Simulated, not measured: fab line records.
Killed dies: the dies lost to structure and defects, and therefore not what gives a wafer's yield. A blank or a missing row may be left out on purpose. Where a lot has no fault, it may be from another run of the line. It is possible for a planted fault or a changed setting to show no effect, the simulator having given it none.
Split-lot experiment    flow n5_finfet    21 wafers read across 7 lots, on a route 1938 steps long

## THE SPLIT
At N5_BEOL_M11_COAT_22 (resist thk 90 nm), the setting spin_rpm was moved away from the recipe's 1500 rpm on 6 of the 21 wafers read, by -2.9% to +6.1%. The other wafers ran this setting at the recipe's value.

## FROM THE SPLIT TO THE READING: what the file shows between them, 5 steps
- N5_BEOL_M11_EXPOSE_25: exposes mask V10 (also split here: dose_mj)
- N5_BEOL_M11_PEB_26: peb time 60 s
- N5_BEOL_M11_DEVELOP_27: develop time 30 s
- N5_BEOL_M11_CD_MEAS_28: target cd 70 nm
- N5_BEOL_M11_DESCUM_33: chemistry O2, time 7.9 s

## THE READING
CAR-ArF_of_BEOL_M11_COAT_22.thk_nm (the simulator's own value, which no gauge read), in nm, at N5_BEOL_M11_ETCH_65 (etches SiARC in CF4, target depth 39 nm, time 65 s). The file does not state a usual value for it. Average 55.3 nm, standard deviation 0.32 nm, over the 15 wafers here run with the recipe.

wafer   tool, chamber at the split  spin_rpm as run, rpm  against the recipe  CAR-ArF_of_BEOL_M11_COAT_22.thk_nm, nm  against lot-mates on the recipe
L075.3  litho_track-01, 0           1571                  +4.7%               53.2                                    -2.4
L075.4  litho_track-01, 0           1500                  recipe              55.6                                    -
L075.5  litho_track-01, 0           1571                  +4.7%               53.4                                    -2.2
L077.1  litho_track-01, 0           1500                  recipe              55.8                                    -
L077.3  litho_track-01, 0           1457                  -2.9%               57                                      +1.2
L077.6  litho_track-01, 0           1457                  -2.9%               57.2                                    +1.4
L086.1  litho_track-01, 0           1500                  recipe              55.4                                    -
L086.4  litho_track-01, 0           1500                  recipe              55.6                                    -
L086.6  litho_track-01, 0           1500                  recipe              55.6                                    -
L084.2  litho_track-01, 0           1500                  recipe              55.4                                    -
L084.5  litho_track-01, 0           1500                  recipe              55.4                                    -
L084.6  litho_track-01, 0           1500                  recipe              55.2                                    -
L087.3  litho_track-04, 0           1500                  recipe              55.2                                    -
L087.4  litho_track-04, 0           1500                  recipe              55.2                                    -
L087.6  litho_track-04, 0           1500                  recipe              55.6                                    -
L091.1  litho_track-01, 0           1500                  recipe              55                                      -
L091.3  litho_track-01, 0           1500                  recipe              54.6                                    -
L091.4  litho_track-01, 0           1500                  recipe              54.8                                    -
L097.4  litho_track-02, 0           1591                  +6.1%               53                                      -2.6
L097.5  litho_track-02, 0           1500                  recipe              55.6                                    -
L097.6  litho_track-02, 0           1591                  +6.1%               53.2                                    -2.4

FIT RESULTS
A straight line over all 21 wafers: CAR-ArF_of_BEOL_M11_COAT_22.thk_nm changes by -0.429 nm for each +1% of spin_rpm; r = -0.95; the points scatter about the line by 0.35 nm.
The same after taking each lot's own level away (the mean of its wafers on the recipe; 21 wafers): -0.442 nm for each +1%; r = -0.99; scatter 0.15 nm.
That fit puts the effect of the largest move of spin_rpm on the reading at 2.7 nm.
The span of the lots' own levels, 54.80 to 55.80 nm, comes to 3.1 times the standard deviation stated above.
Consequently the slope shifts little with the lot-to-lot level, the two slopes agreeing.
Check: for one of the wafers moved furthest among these (+6.1%), held out of the fit, the line's prediction against its lot-mates is -2.71 nm. Against them it came out at -2.6 nm.

## OTHER SPLITS ON THESE WAFERS
Note: prior to the reading, these wafers also went through further splits. Each is held against what the fit with the lots' levels taken away leaves over:
other split on the same wafers  wafers away from the commonest value  r with CAR-ArF_of_BEOL_M11_COAT_22.thk_nm (lot level and that fit taken away)
N5_BEOL_M10_EXPOSE_25 dose_mj   8                                     -0.09
N5_BEOL_M11_EXPOSE_25 dose_mj   11                                    -0.03

## THE WHOLE CHAIN: every reading that the file lists as answering this split, in the file's order
step                    what it does                                        reading                                                                              change (the file's fit)                r (the file's)
N5_BEOL_M11_COAT_22     resist thk 90 nm                                    CAR-ArF_of_BEOL_M11_COAT_22.thk_nm (the simulator's own value, which no gauge read)  -0.467 nm for each +1% of the setting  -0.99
N5_BEOL_M11_DEVELOP_27  develop time 30 s                                   CAR-ArF_of_BEOL_M11_COAT_22.thk_nm (the simulator's own value, which no gauge read)  -0.426 nm for each +1% of the setting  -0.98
N5_BEOL_M11_DESCUM_33   chemistry O2, time 7.9 s                            CAR-ArF_of_BEOL_M11_COAT_22.thk_nm (the simulator's own value, which no gauge read)  -0.449 nm for each +1% of the setting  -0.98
N5_BEOL_M11_ETCH_65     etches SiARC in CF4, target depth 39 nm, time 65 s  CAR-ArF_of_BEOL_M11_COAT_22.thk_nm (the simulator's own value, which no gauge read)  -0.442 nm for each +1% of the setting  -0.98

## THE FILE'S OWN FIT
CAR-ArF_of_BEOL_M11_COAT_22.thk_nm changes by -0.442 nm for each +1% of spin_rpm, r = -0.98.
